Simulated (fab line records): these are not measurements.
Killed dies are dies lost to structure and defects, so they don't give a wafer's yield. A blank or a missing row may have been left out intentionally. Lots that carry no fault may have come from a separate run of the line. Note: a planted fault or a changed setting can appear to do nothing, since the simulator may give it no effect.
fab line records | flow nandHarc
record lots=12 wafers=36 lastDay=33
route steps=1302 shown A_BLC@1118 A_M0@1145 END@1302
lots that met no fault: from a run of the same line without faults
startH: start of the lot's first displayed wafer, in hours after the record's first day | waitH: hours elapsed since this lot's preceding step | " unchanged from the row above | L1.1+2: a single row standing in for several wafers | - value missing, or start not given | * or withheld: withheld | < > ~ a bound
route shown NAME@n: names a module that has steps shown in the file, with the first one's number in the route | usual: average and standard deviation across the fault-free wafers | same: alike in all rows | chamber/n: place in a boat | sites: the reading at each site | _std_site: the values' standard deviation | _edge_site: outer sites' mean less inner sites' | radiusMm: how far each site lies from the wafer's centre | mask NAME#n: copy n | behind: tool/chamber where the wafer was last shaped | hold: why the lot was held/for how many hours/how that ended | device: the n, p or np transistor that did not switch | end of line: tests run on the same wafers once the route is complete | where a step has no rows: the recipe by itself | killed: not the wafer's yield, but the dies lost to structure and defects at the first sort | map: shows each die of a wafer: x if killed, . if not, _ if none is there
set.NAME: the setting the step ran with; set.NAME@STEP: the setting that earlier step ran with | model.NAME: the simulator's own value behind a step, which no gauge read
one table for each step of the route and one row for each wafer, over a sample of lots
services: a tool's chamber out of use, with start hour (startH, from the record's first day; less than 0 if before it), hours out, and reason
## steps
# step NHARC_A_BLC_OVL_MEAS_11
# usual overlayXNm=0.0/0.85 overlayYNm=0.3/0.84
# columns lot.wafer tool chamber startH waitH overlayXNm overlayYNm
L174.1 overlay-01 - 516.56 - 0.1 -1.5
L174.2 " - " " 0.2 -0.8
L174.3 " - " " -0.1 -0.7
L173.1 overlay-01 - 534.54 - 0.3 0.2
L173.3 " - " " 0.3 0.0
L173.4 " - " " -0.1 0.0
L176.2 overlay-02 - 546.13 - 1.0 0.7
L176.3 " - " " 1.8 0.6
L176.5 " - " " 1.0 0.8
L180.1 overlay-02 - 590.75 - 0.2 0.2
L180.2 " - " " -0.1 0.3
L180.5 " - " " 0.4 0.0
L179.1 overlay-02 - 597.85 - -0.4 -1.4
L179.3 " - " " -0.8 -0.8
L179.6 " - " " -0.3 -1.7
L188.1 overlay-02 - 660.15 - -0.8 2.5
L188.3 " - " " -0.5 1.7
L188.5 " - " " -1.2 1.8
L191.1 overlay-01 - 677.11 - -1.3 0.6
L191.4 " - " " -0.3 0.6
L191.5 " - " " -0.6 0.6
L189.1 overlay-02 - 680.71 - -0.6 1.1
L189.4 " - " " -1.2 1.1
L189.5 " - " " -1.1 0.7
L190.2 overlay-01 - 686.26 - -1.6 0.5
L190.4 " - " " -1.5 0.3
L190.5 " - " " -1.5 -0.2
L196.3 overlay-02 - 729.46 - 0.1 -0.9
L196.4 " - " " 0.4 -1.4
L196.6 " - " " 0.2 -1.3
L193.1 overlay-01 - 731.31 - -0.6 0.4
L193.2 " - " " -0.7 0.7
L193.4 " - " " -0.2 1.0
L195.1 overlay-01 - 747.20 - -0.3 -0.3
L195.5 " - " " -0.6 0.3
L195.6 " - " " -0.7 0.1
# step NHARC_A_BLC_CMP_25
# recipe tOverpolishS=30 targetThkNm=150
# usual edgeZonePressureFrac=1.000/0.0054 motorCurrentA=11.5/1.7 overpolishRunS=30.001/0.0083 slurryFlowMlMin=150.0/0.49 timeToEndpointS=30.5/2.6
# columns lot.wafer tool chamber startH waitH edgeZonePressureFrac motorCurrentA overpolishRunS slurryFlowMlMin timeToEndpointS
L174.2 cmp-02 0 519.40 0.5 0.995 10.2 30.008 150.5 31.9
L174.3 " 2 " " 0.997 14.5 29.996 150.0 33.8
L174.1 " 3 " " 1.000 11.6 29.991 149.7 28.5
L173.3 cmp-04 1 537.19 0.3 0.988 16.0 30.004 150.2 30.4
L173.4 " 2 " " 1.003 11.2 30.011 150.3 26.8
L173.1 " 3 " " 1.005 13.0 29.990 150.4 30.4
L176.3 cmp-02 1 548.81 0.3 1.002 10.0 29.997 149.5 31.6
L176.2 " 3 " " 0.999 11.5 30.005 150.4 29.5
L176.5 " 1 " " 1.002 9.8 29.994 149.2 31.3
L180.2 cmp-02 0 593.40 0.4 0.995 10.8 30.013 149.5 30.8
L180.1 " 1 " " 0.994 9.0 30.006 150.2 29.4
L180.5 " 1 " " 1.001 9.6 30.002 150.2 26.9
L179.3 cmp-03 2 600.55 0.4 0.998 11.1 29.996 151.2 32.8
L179.1 " 3 " " 1.006 10.0 29.990 150.2 32.6
L179.6 " 0 " " 1.001 11.8 30.008 150.2 37.3
L188.1 cmp-04 0 662.80 0.4 0.999 9.7 29.989 149.9 29.7
L188.3 " 3 " " 0.999 11.9 29.998 149.8 31.3
L188.5 " 1 " " 0.998 14.7 30.012 150.1 33.5
L191.4 cmp-03 1 679.77 0.3 0.997 12.1 30.007 149.4 30.3
L191.1 " 2 " " 1.001 10.6 30.007 149.8 28.4
L191.5 " 1 " " 1.005 12.6 30.004 149.7 26.1
L189.1 cmp-02 0 683.34 0.5 1.009 10.7 29.998 149.9 33.4
L189.4 " 1 " " 0.998 9.9 29.997 150.2 27.1
L189.5 " 1 " " 0.996 9.9 29.992 150.9 27.3
L190.4 cmp-04 2 688.94 0.3 1.009 10.9 29.987 149.6 26.2
L190.2 " 0 " " 1.007 9.2 30.022 150.6 27.6
L190.5 " 1 " " 0.995 15.4 29.999 149.6 29.4
L196.4 cmp-04 2 732.13 0.3 1.000 10.4 29.985 149.7 30.0
L196.3 " 1 " " 1.003 15.3 29.995 149.9 34.4
L196.6 " 3 " " 0.991 12.4 29.991 150.2 31.5
L193.2 cmp-03 3 734.01 0.5 0.993 10.2 29.997 150.0 31.8
L193.4 " 1 " " 0.999 12.0 30.003 150.0 30.8
L193.1 " 2 " " 1.000 10.4 30.005 149.7 29.5
L195.1 cmp-04 3 750.33 0.9 1.001 13.0 29.982 151.4 33.9
L195.6 " 0 " " 1.012 9.5 30.001 148.9 28.3
L195.5 " 1 " " 1.004 14.8 30.006 149.7 34.3
# step NHARC_A_M0_PEB_07
# recipe pebTempC=100 pebTimeS=65
# usual chillPlateTempC=22.99/0.1
# columns lot.wafer tool chamber startH waitH chillPlateTempC
L174.1 lithoTrack-04 0 520.50 0.1 23.01
L174.2 " 0 " " 22.98
L174.3 " 0 " " 22.96
L173.1 lithoTrack-06 0 538.28 0.1 23.06
L173.3 " 0 " " 23.01
L173.4 " 0 " " 23.05
L176.2 lithoTrack-01 0 550.01 0.1 23.25
L176.3 " 0 " " 23.09
L176.5 " 0 " " 22.92
L180.1 lithoTrack-04 0 594.61 0.1 22.87
L180.2 " 0 " " 22.97
L180.5 " 0 " " 22.96
L179.1 lithoTrack-01 0 601.60 0.1 23.00
L179.3 " 0 " " 22.92
L179.6 " 0 " " 23.00
L188.1 lithoTrack-06 0 664.03 0.1 23.06
L188.3 " 0 " " 22.97
L188.5 " 0 " " 22.99
L191.1 lithoTrack-06 0 681.02 0.1 23.06
L191.4 " 0 " " 22.99
L191.5 " 0 " " 22.96
L189.1 lithoTrack-06 0 684.56 0.1 22.82
L189.4 " 0 " " 22.87
L189.5 " 0 " " 22.92
L190.2 lithoTrack-01 0 690.14 0.1 22.89
L190.4 " 0 " " 23.03
L190.5 " 0 " " 22.95
L196.3 lithoTrack-06 0 733.35 0.0 23.04
L196.4 " 0 " " 23.04
L196.6 " 0 " " 22.94
L193.1 lithoTrack-04 0 735.11 0.1 22.99
L193.2 " 0 " " 23.09
L193.4 " 0 " " 23.21
L195.1 lithoTrack-04 0 751.35 0.1 23.06
L195.5 " 0 " " 23.02
L195.6 " 0 " " 22.98
# step NHARC_A_M0_CD_MEAS_09
# recipe targetCdNm=80 landingEnergyEv=500
# usual cdNm=80.0/0.67
# columns lot.wafer tool chamber startH waitH cdNm
L174.1 cdSem-01 0 520.57 - 79.9
L174.2 " 0 " " 80.4
L174.3 " 0 " " 79.8
L173.1 cdSem-02 0 538.36 - 80.3
L173.3 " 0 " " 80.1
L173.4 " 0 " " 80.5
L176.2 cdSem-03 0 550.09 - 79.1
L176.3 " 0 " " 79.5
L176.5 " 0 " " 79.8
L180.1 cdSem-02 0 594.69 - 81.3
L180.2 " 0 " " 79.1
L180.5 " 0 " " 81.1
L179.1 cdSem-02 0 601.68 - 82.5
L179.3 " 0 " " 82.2
L179.6 " 0 " " 81.4
L188.1 cdSem-03 0 664.11 - 79.6
L188.3 " 0 " " 78.9
L188.5 " 0 " " 78.9
L191.1 cdSem-03 0 681.10 - 79.9
L191.4 " 0 " " 78.9
L191.5 " 0 " " 79.6
L189.1 cdSem-02 0 684.64 - 80.3
L189.4 " 0 " " 79.9
L189.5 " 0 " " 79.1
L190.2 cdSem-03 0 690.22 - 80.6
L190.4 " 0 " " 80.7
L190.5 " 0 " " 78.8
L196.3 cdSem-01 0 733.43 - 79.1
L196.4 " 0 " " 79.6
L196.6 " 0 " " 80.5
L193.1 cdSem-01 0 735.19 - 79.7
L193.2 " 0 " " 79.6
L193.4 " 0 " " 79.4
L195.1 cdSem-02 0 751.43 - 81.1
L195.5 " 0 " " 80.6
L195.6 " 0 " " 79.9
# step NHARC_A_M0_DEGAS_28
# recipe tempC=250 timeS=60
# usual heaterPowerW=337/36
# columns lot.wafer tool chamber startH waitH heaterPowerW
L174.2 pvdSputter-02 - 521.74 - 351
L174.3 " - " " 368
L174.1 " - " " 411
L173.3 pvdSputter-01 - 539.47 - 374
L173.1 " - " " 339
L173.4 " - " " 275
L176.2 pvdSputter-02 - 551.24 - 404
L176.3 " - " " 363
L176.5 " - " " 352
L180.2 pvdSputter-02 - 595.83 - 372
L180.1 " - " " 372
L180.5 " - " " 373
L179.3 pvdSputter-01 - 602.79 - 376
L179.1 " - " " 317
L179.6 " - " " 320
L188.3 pvdSputter-03 - 665.22 - 365
L188.1 " - " " 316
L188.5 " - " " 283
L191.1 pvdSputter-01 - 682.21 - 276
L191.4 " - " " 326
L191.5 " - " " 322
L189.4 pvdSputter-02 - 685.75 - 334
L189.1 " - " " 343
L189.5 " - " " 342
L190.4 pvdSputter-02 - 691.32 - 393
L190.2 " - " " 349
L190.5 " - " " 401
L196.4 pvdSputter-02 - 734.55 - 346
L196.3 " - " " 399
L196.6 " - " " 325
L193.2 pvdSputter-03 - 736.29 - 299
L193.1 " - " " 296
L193.4 " - " " 383
L195.1 pvdSputter-03 - 752.55 - 374
L195.6 " - " " 307
L195.5 " - " " 293
# step NHARC_END_SORT_01
# recipe tempC=25
# usual defectLimitedYield=90/3.1 killedAtArray=62/20 killedAtOther=0.8/1.1 killedAtPeriphery=3.5/2.4 killedDies=66/21 killedOpen=3.5/1.9 killedShort=2.5/1.7
# same grossDies=677
# columns lot.wafer tool chamber startH waitH defectLimitedYield[%] killedAtArray killedAtOther killedAtPeriphery killedDies killedOpen killedShort
L174.1 prober-01 0 562.27 2.5 92 47 1 5 53 5 1
L174.2 prober-01 0 563.06 2.8 90 62 0 6 68 2 3
L174.3 prober-01 0 563.85 3.1 89 74 1 1 76 2 2
L188.1 prober-02 0 705.18 2.5 85 98 0 4 102 6 2
L188.3 prober-02 0 706.77 3.1 83 110 1 2 113 3 0
L188.5 prober-02 0 708.37 3.7 86 90 0 3 93 4 4
L189.1 prober-01 0 720.55 2.5 93 43 0 7 50 1 2
L189.4 prober-01 0 722.94 3.4 91 51 0 9 60 5 2
L189.5 prober-01 0 723.74 3.7 92 43 2 7 52 4 2
L190.2 prober-02 0 731.24 2.8 87 82 0 3 85 2 3
L190.4 prober-02 0 732.81 3.4 88 72 4 8 84 5 3
L190.5 prober-02 0 733.60 3.6 89 68 1 5 74 4 1
L195.1 prober-02 0 792.08 2.5 88 69 2 9 80 5 2
L195.5 prober-02 0 795.28 3.7 87 79 1 7 87 1 5
L195.6 prober-02 0 796.07 4.0 87 81 0 7 88 3 4
# killed by level:class
L174.1 A_CHANNEL_HOLE_D1:chamberFilmFlake=22 A_CHANNEL_HOLE_D2:chamberFilmFlake=19 P_M0:chamberFilmFlake=3 A_ONON_D2:geometricParticle:open=2 A_CONTACT:chamberFilmFlake=2 P_GATE:geometricParticle:open=1 P_M1:geometricParticle:open=1 A_DECK1_JOINT:geometricParticle:open=1
L174.2 A_CHANNEL_HOLE_D2:chamberFilmFlake=28 A_CHANNEL_HOLE_D1:chamberFilmFlake=23 P_GATE:chamberFilmFlake=3 P_M0:chamberFilmFlake=3 A_CONTACT:chamberFilmFlake=3 A_DECK1_JOINT:chamberFilmFlake=2 A_DECK1_JOINT:geometricParticle:open=1 A_ONON_D2:geometricParticle:short=1
L174.3 A_CHANNEL_HOLE_D2:chamberFilmFlake=38 A_CHANNEL_HOLE_D1:chamberFilmFlake=28 A_CONTACT:chamberFilmFlake=2 A_SOURCE_PLATE:geometricParticle:open=1 A_STAIRCASE:geometricParticle:short=1 A_WL_FILL:geometricParticle:short=1 A_BLC:geometricParticle:open=1 P_GATE:chamberFilmFlake=1
L188.1 A_CHANNEL_HOLE_D1:chamberFilmFlake=32 A_CHANNEL_HOLE_D2:chamberFilmFlake=26 A_SLIT:chamberFilmFlake=25 A_DECK1_JOINT:chamberFilmFlake=4 A_BONDPAD:chamberFilmFlake=3 A_CONTACT:chamberFilmFlake=3 P_CONTACT:geometricParticle:open=2 A_M0:geometricParticle:open=2
L188.3 A_SLIT:chamberFilmFlake=36 A_CHANNEL_HOLE_D1:chamberFilmFlake=35 A_CHANNEL_HOLE_D2:chamberFilmFlake=26 A_CONTACT:chamberFilmFlake=6 A_BONDPAD:chamberFilmFlake=3 A_BLC:geometricParticle:open=2 P_M0:geometricParticle:open=1 P_M2:chamberFilmFlake=1
L188.5 A_SLIT:chamberFilmFlake=32 A_CHANNEL_HOLE_D1:chamberFilmFlake=22 A_CHANNEL_HOLE_D2:chamberFilmFlake=21 A_CONTACT:chamberFilmFlake=3 A_BONDPAD:chamberFilmFlake=3 A_M1:geometricParticle:open=2 P_M2:chamberFilmFlake=2 P_CONTACT:geometricParticle:short=1
L189.1 A_CHANNEL_HOLE_D1:chamberFilmFlake=38 P_GATE:chamberFilmFlake=3 P_ZERO_WELL:chamberFilmFlake=2 P_M0:geometricParticle:short=1 A_CHANNEL_FILL_D1:geometricParticle:open=1 A_WL_FILL:geometricParticle:short=1 P_STI:chamberFilmFlake=1 A_DECK1_JOINT:chamberFilmFlake=1
L189.4 A_CHANNEL_HOLE_D1:chamberFilmFlake=37 P_GATE:chamberFilmFlake=8 A_SLIT:chamberFilmFlake=3 A_CONTACT:chamberFilmFlake=3 P_M2:geometricParticle:open=1 A_CHANNEL_FILL_D1:geometricParticle:open=1 A_DECK1_JOINT:geometricParticle:open=1 A_ONON_D2:geometricParticle:open=1
L189.5 A_CHANNEL_HOLE_D1:chamberFilmFlake=30 A_CONTACT:chamberFilmFlake=5 P_STI:chamberFilmFlake=4 A_M0:geometricParticle:open=2 P_GATE:chamberFilmFlake=2 A_DECK1_JOINT:chamberFilmFlake=2 THIN_TSV:chamberFilmFlake=2 P_M0:geometricParticle:open=1
L190.2 A_SLIT:chamberFilmFlake=36 A_CHANNEL_HOLE_D2:chamberFilmFlake=26 A_CONTACT:chamberFilmFlake=7 A_CHANNEL_HOLE_D1:chamberFilmFlake=5 A_ONON_D2:geometricParticle:short=2 P_GATE:chamberFilmFlake=2 A_WL_FILL:chamberFilmFlake=2 A_DECK1_JOINT:geometricParticle:short=1
L190.4 A_SLIT:chamberFilmFlake=31 A_CHANNEL_HOLE_D2:chamberFilmFlake=19 A_CHANNEL_HOLE_D1:chamberFilmFlake=12 A_CONTACT:chamberFilmFlake=4 P_STI:chamberFilmFlake=3 THIN_TSV:chamberFilmFlake=3 P_CONTACT:geometricParticle:open=2 P_CONTACT:geometricParticle:short=1
L190.5 A_SLIT:chamberFilmFlake=30 A_CHANNEL_HOLE_D2:chamberFilmFlake=14 A_CHANNEL_HOLE_D1:chamberFilmFlake=6 A_CONTACT:chamberFilmFlake=4 P_STI:chamberFilmFlake=4 A_WL_FILL:chamberFilmFlake=4 A_CHANNEL_FILL_D2:chamberFilmFlake=2 A_CHANNEL_FILL_D1:geometricParticle:open=1
L195.1 A_SLIT:chamberFilmFlake=30 A_CHANNEL_HOLE_D2:chamberFilmFlake=27 P_STI:chamberFilmFlake=3 P_M0:geometricParticle:open=2 P_GATE:chamberFilmFlake=2 A_CHANNEL_HOLE_D1:chamberFilmFlake=2 A_STAIRCASE:chamberFilmFlake=2 A_BLC:chamberFilmFlake=2
L195.5 A_SLIT:chamberFilmFlake=39 A_CHANNEL_HOLE_D2:chamberFilmFlake=32 P_GATE:chamberFilmFlake=3 P_M1:chamberFilmFlake=3 A_ONON_D1:geometricParticle:short=2 A_ONON_D1:geometricParticle:open=1 A_CHANNEL_FILL_D2:geometricParticle:short=1 A_WL_FILL:geometricParticle:short=1
L195.6 A_SLIT:chamberFilmFlake=42 A_CHANNEL_HOLE_D2:chamberFilmFlake=23 P_GATE:chamberFilmFlake=5 A_CONTACT:chamberFilmFlake=4 A_STAIRCASE:chamberFilmFlake=3 A_ONON_D1:geometricParticle:open=2 A_ONON_D1:geometricParticle:short=2 P_GATE:geometricParticle:open=1
## services
# columns tool chamber startH hours kind
cmp-04 - 503.88 4.0 pm
lithoTrack-01 - 505.00 7.0 pm
cmp-02 - 527.37 4.0 pm
lithoTrack-06 - 529.00 7.0 pm
pvdSputter-03 - 538.22 10.0 pm
lithoTrack-04 - 553.00 7.0 pm
cmp-03 - 563.18 4.0 pm
cmp-04 - 568.16 3.7 repair
pvdSputter-01 - 582.00 10.0 pm
cmp-04 - 587.82 0.7 repair
cmp-04 - 600.09 3.3 repair
cmp-04 - 609.63 3.2 repair
cmp-02 - 625.37 4.0 pm
cmp-04 - 634.76 3.3 repair
pvdSputter-02 - 638.08 10.0 pm
cmp-04 - 638.23 0.3 repair
cmp-04 - 644.01 0.4 repair
cmp-04 - 687.02 0.8 repair
cmp-04 - 701.21 0.4 repair
lithoTrack-06 - 704.00 7.0 pm
cmp-02 - 723.37 4.0 pm
lithoTrack-04 - 728.00 7.0 pm
cmp-04 - 731.05 0.5 repair
pvdSputter-02 - 752.12 5.2 repair
## key
firstSign step=NHARC_A_M0_CD_MEAS_09 reading=cdNm direction=up sigmas=3 usual=80.0 struck=82.0
effect none on later readings
metAt NHARC_A_M0_PEB_07
struckLots L179
notActingAt NHARC_A_BLC_OVL_MEAS_11,NHARC_A_BLC_CMP_25,NHARC_A_M0_DEGAS_28
onsetBetween 550.01 601.60
fault kind=processParameterDrift tool=lithoTrack-01 chamber=- onsetH=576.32 steps=NHARC_A_M0_PEB_07 channel=pebTimeS offset=* shape=step endH=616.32 actsIn=* stated=*
